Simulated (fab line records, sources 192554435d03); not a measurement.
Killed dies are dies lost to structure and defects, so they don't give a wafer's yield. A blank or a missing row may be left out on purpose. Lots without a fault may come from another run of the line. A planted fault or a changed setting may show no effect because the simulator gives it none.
Chamber matching | flow n5_finfet | N5_FIN_SAQP_HM_OPEN_33 on rie_diel-05: 4 sister chambers
The step chemistry CH3F/O2, target SiNx, target depth 49.4 nm, time 70.6 s. 4 wafers are shown with their chamber, then 10 later ones without.

WAFERS WITH THEIR CHAMBER
wafer  | chamber | drypump_motor_current_A (A)
L091.1 | 0       | 5.1
L091.6 | 1       | 6.0
L093.1 | 2       | 5.1
L093.3 | 3       | 5.7

WAFERS WITHOUT THEIR CHAMBER
wafer  | drypump_motor_current_A (A)
L093.4 | 6.0
L095.2 | 6.0
L095.5 | 5.1
L095.6 | 6.0
L096.1 | 6.0
L096.2 | 5.2
L096.3 | 5.7
L097.1 | 5.1
L097.2 | 5.1
L097.4 | 6.0

WHICH CHAMBER EACH WENT THROUGH
wafer  | from the rows above     | in truth
L093.4 | 1                       | 1
L095.2 | 1                       | 1
L095.5 | can't be placed: 0 or 2 | 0
L095.6 | 1                       | 1
L096.1 | 1                       | 1
L096.2 | can't be placed: 0 or 2 | 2
L096.3 | 3                       | 3
L097.1 | can't be placed: 0 or 2 | 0
L097.2 | can't be placed: 0 or 2 | 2
L097.4 | 1                       | 1
Placed correctly: 6 of 10. Can't be placed from these rows: 4 (the true chamber is among the candidates in 4). Placed wrongly: 0.
How it was worked out, from the rows above alone: a wafer's distance from a chamber is the root of the sum, over the readings, of the square of ((its reading less the chamber's mean) divided by the reading's scatter). The wafer belongs to the nearest chamber; if the next one is less than 2 further off, it can't be placed. A chamber's mean is the mean of its shown wafers. The scatter: with one shown wafer a chamber, the root of the mean of the squares of how far each hidden wafer lies from its nearest shown one.
